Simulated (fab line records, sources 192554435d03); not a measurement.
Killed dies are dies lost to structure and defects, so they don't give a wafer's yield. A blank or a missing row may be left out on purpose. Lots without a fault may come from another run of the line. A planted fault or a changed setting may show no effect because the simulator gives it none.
Which tool did it? | flow n5_finfet | 24 lots, 72 wafers sampled, at 5 steps of a route of 1938

WHAT THE GAUGES READ, wafer by wafer
N5_BEOL_M9_CD_MEAS_18: pitch 140 nm, target cd 70 nm.
lot  | measured     | on        | cd_nm (nm)
L075 | day 10 01:35 | cd_sem-02 | 70.0 70.5 70.6
L074 | day 10 03:35 | cd_sem-02 | 70.4 69.5 69.9
L076 | day 10 13:52 | cd_sem-03 | 69.4 70.3 69.0
L077 | day 10 21:12 | cd_sem-02 | 70.3 70.6 69.8
L078 | day 11 02:39 | cd_sem-01 | 69.2 69.9 70.3
L080 | day 11 14:06 | cd_sem-02 | 69.9 70.5 69.4
L079 | day 11 19:48 | cd_sem-03 | 71.2 70.2 70.7
L081 | day 11 23:34 | cd_sem-02 | 69.2 69.2 69.4
L083 | day 12 03:16 | cd_sem-02 | 70.6 69.7 70.4
L082 | day 12 11:48 | cd_sem-02 | 69.4 69.0 70.2
L084 | day 12 20:49 | cd_sem-02 | 69.4 69.3 69.4
L085 | day 13 02:56 | cd_sem-01 | 69.6 70.5 70.2
L086 | day 13 03:34 | cd_sem-02 | 69.5 69.5 69.8
L087 | day 13 15:34 | cd_sem-01 | 69.4 69.3 69.7
L088 | day 13 16:02 | cd_sem-02 | 69.5 69.7 69.6
L089 | day 13 16:16 | cd_sem-01 | 69.6 69.1 69.8
L090 | day 13 23:15 | cd_sem-02 | 69.9 70.7 70.3
L091 | day 13 23:32 | cd_sem-03 | 70.4 69.9 70.3
L092 | day 14 14:52 | cd_sem-03 | 69.6 70.6 69.5
L094 | day 14 15:17 | cd_sem-01 | 69.9 70.0 70.4
L093 | day 14 21:56 | cd_sem-02 | 69.3 69.3 69.6
L095 | day 15 11:28 | cd_sem-01 | 69.9 69.8 71.1
L096 | day 15 15:50 | cd_sem-01 | 70.3 69.1 69.6
L097 | day 16 03:38 | cd_sem-03 | 69.3 69.7 70.2

N5_BEOL_M9_INSPECT_58: inspects for defects (darkfield).
lot  | measured     | on                | raw_defect_count
L075 | day 10 08:30 | defect_inspect-02 | 59 61 80
L074 | day 10 09:41 | defect_inspect-01 | 113 117 113
L076 | day 10 20:30 | defect_inspect-02 | 36 41 59
L077 | day 11 03:27 | defect_inspect-02 | 93 84 68
L078 | day 11 05:46 | defect_inspect-02 | 58 45 42
L080 | day 11 22:19 | defect_inspect-01 | 78 69 86
L079 | day 12 03:18 | defect_inspect-01 | 106 116 100
L081 | day 12 04:20 | defect_inspect-02 | 90 129 143
L083 | day 12 07:37 | defect_inspect-02 | 96 88 112
L082 | day 12 16:25 | defect_inspect-02 | 53 82 78
L084 | day 13 00:48 | defect_inspect-01 | 90 109 144
L085 | day 13 07:31 | defect_inspect-01 | 64 54 62
L086 | day 13 09:50 | defect_inspect-01 | 59 47 93
L087 | day 13 20:22 | defect_inspect-01 | 90 57 47
L088 | day 13 22:11 | defect_inspect-02 | 63 58 68
L089 | day 13 21:02 | defect_inspect-01 | 65 87 61
L090 | day 14 03:46 | defect_inspect-01 | 79 82 36
L091 | day 14 04:29 | defect_inspect-02 | 43 47 47
L092 | day 14 21:10 | defect_inspect-02 | 56 95 62
L094 | day 14 20:45 | defect_inspect-02 | 87 77 37
L093 | day 15 01:23 | defect_inspect-02 | 51 75 55
L095 | day 15 15:17 | defect_inspect-01 | 35 59 32
L096 | day 15 21:05 | defect_inspect-01 | 58 79 81
L097 | day 16 09:42 | defect_inspect-02 | 54 63 47

N5_BEOL_M10_THK_MEAS_01.
lot  | measured     | on            | M10_ILD_THK (nm)
L075 | day 10 09:41 | film_metro-02 | 270 268 272
L074 | day 10 10:21 | film_metro-02 | 273 274 274
L076 | day 10 21:10 | film_metro-01 | 261 266 267
L077 | day 11 04:04 | film_metro-01 | 266 268 268
L078 | day 11 06:23 | film_metro-02 | 264 268 265
L080 | day 11 22:57 | film_metro-02 | 264 267 269
L079 | day 12 03:56 | film_metro-02 | 261 264 269
L081 | day 12 05:27 | film_metro-02 | 263 263 267
L083 | day 12 08:43 | film_metro-02 | 262 264 266
L082 | day 12 17:03 | film_metro-02 | 262 267 274
L084 | day 13 01:26 | film_metro-01 | 263 264 264
L085 | day 13 08:08 | film_metro-01 | 270 265 272
L086 | day 13 10:28 | film_metro-02 | 265 268 271
L087 | day 13 21:00 | film_metro-02 | 265 267 269
L088 | day 13 22:49 | film_metro-01 | 267 269 270
L089 | day 13 21:40 | film_metro-02 | 263 266 270
L090 | day 14 04:23 | film_metro-01 | 263 258 268
L091 | day 14 05:07 | film_metro-01 | 266 265 270
L092 | day 14 21:48 | film_metro-01 | 271 273 275
L094 | day 14 21:25 | film_metro-02 | 263 262 263
L093 | day 15 02:02 | film_metro-01 | 263 266 266
L095 | day 15 15:56 | film_metro-02 | 269 266 267
L096 | day 15 21:42 | film_metro-01 | 262 267 267
L097 | day 16 10:19 | film_metro-01 | 263 267 270

N5_BEOL_M10_INSPECT_13: inspects for defects (brightfield).
lot  | measured     | on                | raw_defect_count
L075 | day 10 10:22 | defect_inspect-01 | 442 315 389
L074 | day 10 12:36 | defect_inspect-02 | 574 678 672
L076 | day 10 21:49 | defect_inspect-02 | 307 303 332
L077 | day 11 05:03 | defect_inspect-01 | 311 286 230
L078 | day 11 08:29 | defect_inspect-01 | 398 366 434
L080 | day 11 23:35 | defect_inspect-02 | 396 472 421
L079 | day 12 06:06 | defect_inspect-01 | 501 477 520
L081 | day 12 06:32 | defect_inspect-02 | 371 449 421
L083 | day 12 10:37 | defect_inspect-01 | 348 352 556
L082 | day 12 20:08 | defect_inspect-01 | 326 394 379
L084 | day 13 02:59 | defect_inspect-02 | 417 465 551
L085 | day 13 09:29 | defect_inspect-02 | 329 278 353
L086 | day 13 12:53 | defect_inspect-02 | 359 391 521
L087 | day 13 22:35 | defect_inspect-02 | 443 387 357
L088 | day 13 23:20 | defect_inspect-02 | 378 287 332
L089 | day 13 22:46 | defect_inspect-01 | 315 420 352
L090 | day 14 05:58 | defect_inspect-02 | 548 576 517
L091 | day 14 06:07 | defect_inspect-02 | 413 474 278
L092 | day 14 23:37 | defect_inspect-01 | 560 572 382
L094 | day 14 23:27 | defect_inspect-01 | 446 463 261
L093 | day 15 02:49 | defect_inspect-01 | 294 312 326
L095 | day 15 19:17 | defect_inspect-01 | 267 335 340
L096 | day 15 22:53 | defect_inspect-01 | 478 554 477
L097 | day 16 11:31 | defect_inspect-02 | 312 362 312

WHICH TOOL RAN EACH LOT (tool, then ch and the chambers of the sampled wafers, then the start)
lot  | N5_BEOL_M9_CMP_52
L075 | cmp-02 ch 2,3, day 10 08:01
L074 | cmp-02 ch 0,1, day 10 09:10
L076 | cmp-01 ch 0,2, day 10 20:03
L077 | cmp-03 ch 0,2,3, day 11 03:06
L078 | cmp-03 ch 0,2,3, day 11 05:20
L080 | cmp-03 ch 0,2,3, day 11 21:52
L079 | cmp-01 ch 0,3, day 12 02:50
L081 | cmp-02 ch 0,1,3, day 12 03:56
L083 | cmp-01 ch 0,3, day 12 07:09
L082 | cmp-02 ch 1,3, day 12 16:00
L084 | cmp-01 ch 0,1,2, day 13 00:21
L085 | cmp-02 ch 0,1,3, day 13 07:03
L086 | cmp-02 ch 0,2,3, day 13 09:28
L087 | cmp-02 ch 1,2, day 13 19:58
L088 | cmp-03 ch 0,1, day 13 21:44
L089 | cmp-02 ch 0,3, day 13 20:35
L090 | cmp-03 ch 1,2, day 14 03:18
L091 | cmp-01 ch 0,1,2, day 14 04:04
L092 | cmp-02 ch 0,1,3, day 14 20:44
L094 | cmp-01 ch 0,1, day 14 20:17
L093 | cmp-01 ch 0,3, day 15 00:53
L095 | cmp-02 ch 1,2,3, day 15 14:52
L096 | cmp-01 ch 0,1,2, day 15 20:37
L097 | cmp-01 ch 0,1,3, day 16 09:19
- N5_BEOL_M9_CMP_52: polishes, stops on SiCOH lowk, t overpolish 7 s, target thk 140 nm.

WHAT THE TOOLS THEMSELVES READ (means of the sampled wafers that have a number; where no wafer has one, the mark that the record gives instead)
N5_BEOL_M9_CMP_52.
lot  | tool   | barrier_field_endpoint_s (s) | motor_current_A (A) | overpolish_run_s (s) | time_to_endpoint_s (s)
L075 | cmp-02 | 28.6                         | 5.6                 | 6.997                | 65
L074 | cmp-02 | 28.1                         | 6.2                 | 6.999                | 63
L076 | cmp-01 | 29.7                         | 5.7                 | 7.003                | 67
L077 | cmp-03 | 28.9                         | 6.5                 | 7.004                | 69
L078 | cmp-03 | 29.7                         | 6.6                 | 7.000                | 70
L080 | cmp-03 | 30.2                         | 6.5                 | 6.995                | 70
L079 | cmp-01 | 28.2                         | 5.8                 | 6.985                | 62
L081 | cmp-02 | 29.1                         | 6.0                 | 6.999                | 63
L083 | cmp-01 | 28.3                         | 5.7                 | 6.997                | 62
L082 | cmp-02 | 28.3                         | 5.8                 | 6.996                | 65
L084 | cmp-01 | 29.1                         | 5.9                 | 7.004                | 61
L085 | cmp-02 | 28.5                         | 5.9                 | 6.997                | 66
L086 | cmp-02 | 28.7                         | 5.9                 | 6.993                | 65
L087 | cmp-02 | 28.9                         | 5.9                 | 7.001                | 66
L088 | cmp-03 | 29.8                         | 6.3                 | 7.003                | 69
L089 | cmp-02 | 28.9                         | 5.7                 | 6.996                | 63
L090 | cmp-03 | 29.0                         | 6.5                 | 7.004                | 66
L091 | cmp-01 | 28.4                         | 5.8                 | 7.000                | 63
L092 | cmp-02 | 29.3                         | 6.0                 | 6.996                | 68
L094 | cmp-01 | 28.7                         | 5.6                 | 6.999                | 62
L093 | cmp-01 | 28.9                         | 5.7                 | 6.997                | 64
L095 | cmp-02 | 28.9                         | 5.8                 | 7.006                | 64
L096 | cmp-01 | 28.2                         | 5.8                 | 7.003                | 64
L097 | cmp-01 | 28.2                         | 5.8                 | 7.003                | 64

THE ANSWER, worked out from the rows above alone
Rule: what is usual is taken from the lots themselves. Put in order of their means at a reading, lots are off if they are a third of the lots or fewer, leave a main group of 4 or more, and stand apart from it by a gap of 3 or more times the standard deviation of the main group's means; of several such gaps the widest counts. A main group whose means are all the same, to the digits that the tables above print for the reading, isn't used. A lot without any number at a reading at which 4 lots or more have one is off too. The other lots that the step has rows for count as sound. The gauges are gone through in route order, then the tools' own readings, and for those a lot's mean is taken as printed above. The first step at which some lot is off is used, and at that step the reading that is off furthest; a lot without a number counts as furthest.
No lot is off at any reading shown: from this, nothing can be told.

WHAT THE SIMULATOR HAD PUT IN
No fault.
